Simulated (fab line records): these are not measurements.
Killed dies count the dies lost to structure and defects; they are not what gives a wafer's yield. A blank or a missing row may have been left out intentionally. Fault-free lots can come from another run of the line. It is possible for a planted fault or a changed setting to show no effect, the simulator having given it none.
Struck lot and sound lot, side by side    flow nand_harc    14 steps out of a route of 1159
Sound: these wafers, L262.1, L262.2, L262.3. The struck wafers were L271.2, L271.4, L271.6. Last of all comes the cause.
Per side, at each step with rows, come the tool, then ch with its chambers, and then its first start. Under that, the readings that differ: sound wafers    struck wafers    difference of the means    sigmas: that difference in standard deviations of wafers without a fault.
alike: readings with means less than 2 such deviations apart, plus words and numbers identical on both sides. not compared: withheld readings, readings lacking a value on some wafer, bounds such as >300 that could conceal the same value, and numbers that have no deviation in the record and whose values overlap.
A row with sigmas, a row that says differs or no value, or rows on one side alone: a step with any of these is where the two part. Non-overlapping numbers with no deviation appear without sigmas and do not part them. Lack of a reading on every wafer of one side parts them only where that side has two or more wafers.

NHARC_P_CONTACT_CD_MEAS_19:
  sound: cd_sem-01 at day 6 05:58; struck: cd_sem-03 at day 9 00:08
  alike: cd_nm
NHARC_P_CONTACT_STRIP_28: strips in O2.
  sound on rie_diel-13 ch 0,1,2, day 6 06:04; struck on rie_diel-13 ch 1,2, day 9 00:13
  alike: drypump_motor_current_A, o2_flow_sccm, oes_product_au, rf_vpp_V, showerhead_plenum_p_Torr, throttle_valve_pct
  not compared: rf_hours_counter_h
then, 1 step without rows for these wafers: NHARC_P_CONTACT_STRIP_29 (strips in post etch residue remover, time 1200 s).
NHARC_P_CONTACT_DEGAS_38: time 60 s.
  sound: pvd_sputter-01 at day 6 06:41; struck: pvd_sputter-03 at day 9 00:52
  alike: heater_power_w, susceptor_temp_C
then, 1 step without rows for these wafers: NHARC_P_CONTACT_PRE_CLEAN_39 (time 19.5 s).
NHARC_P_CONTACT_PVD_32: deposits Ti, target thk 5 nm, time 17.7 s.
  sound on pvd_sputter-01; struck on pvd_sputter-03
  alike: chamber_pressure_pa, throttle_valve_pct
NHARC_P_CONTACT_ALD_22: deposits TiN, target thk 3 nm, pulse time 1 s, ald cycles 150.
  sound on ald_metal-02 ch 0,1,2, day 6 06:55; struck on ald_metal-01 ch 1,2,3, day 9 01:07
  alike: heater_power_w, precursor_pulse_height_rel, susceptor_temp_C
NHARC_P_CONTACT_CVD_23: deposits W, target thk 200 nm, time 557 s.
  sound on cvd_w-01 ch 0,1; struck on cvd_w-01 ch 0,1
  alike: heater_power_w, throttle_valve_pct
  not compared: susceptor_temp_C
then, 2 steps without rows for these wafers: NHARC_P_CONTACT_CMP_24 (polishes, t overpolish 30 s, target thk 200 nm); NHARC_P_CONTACT_SRD_26.
NHARC_P_CONTACT_INSPECT_27:
  sound: defect_inspect-02 at day 6 13:17; struck: defect_inspect-02 at day 9 02:21
  alike: raw_defect_count
NHARC_P_M0_DEP_00: deposits SiOC, target thk 150 nm.
  sound on pecvd-04 ch 0,1,2, day 6 13:21; struck on pecvd-03 ch 0,1,2, day 9 02:55
  alike: showerhead_vpp_V
then, 1 step without rows for these wafers: NHARC_P_M0_DEHYDRATE_01 (time 120 s).
-- jump in the record: it breaks off in module P_M0 and resumes in module END (first step shown: number 1159 of the route), and 13 days separate the struck wafers' starts before and after --
NHARC_END_SORT_01:
  sound on prober-01 ch 0, day 20 00:27; struck on prober-02 ch 0, day 22 10:40
reading                   sound           struck          difference  sigmas
defect_limited_yield (%)  92.6 95.1 94.4  0 0 0           -94         -55
killed_at_periphery       12 6 11         644 653 644     +637        +99 or more
killed_dies               50 33 38        677 677 677     +637        +58
sort_bin_2_pct (%)        2.1 1.5 2.1     97.0 97.0 96.0  +94.8       +99 or more
sort_n_pass               627 644 639     0 0 0           -637        -58
sort_rim_yield_pct (%)    91.5 94.3 95.3  0 0 0           -94         -37
sort_yield_pct (%)        92.6 95.1 94.4  0 0 0           -94         -55
  alike: killed_at_array, killed_at_other, killed_open, killed_short, sort_bin_3_pct, sort_bin_4_pct

== WHERE THEY PART ==
Only at NHARC_END_SORT_01, within this record.

WHY: whatever the simulator had introduced
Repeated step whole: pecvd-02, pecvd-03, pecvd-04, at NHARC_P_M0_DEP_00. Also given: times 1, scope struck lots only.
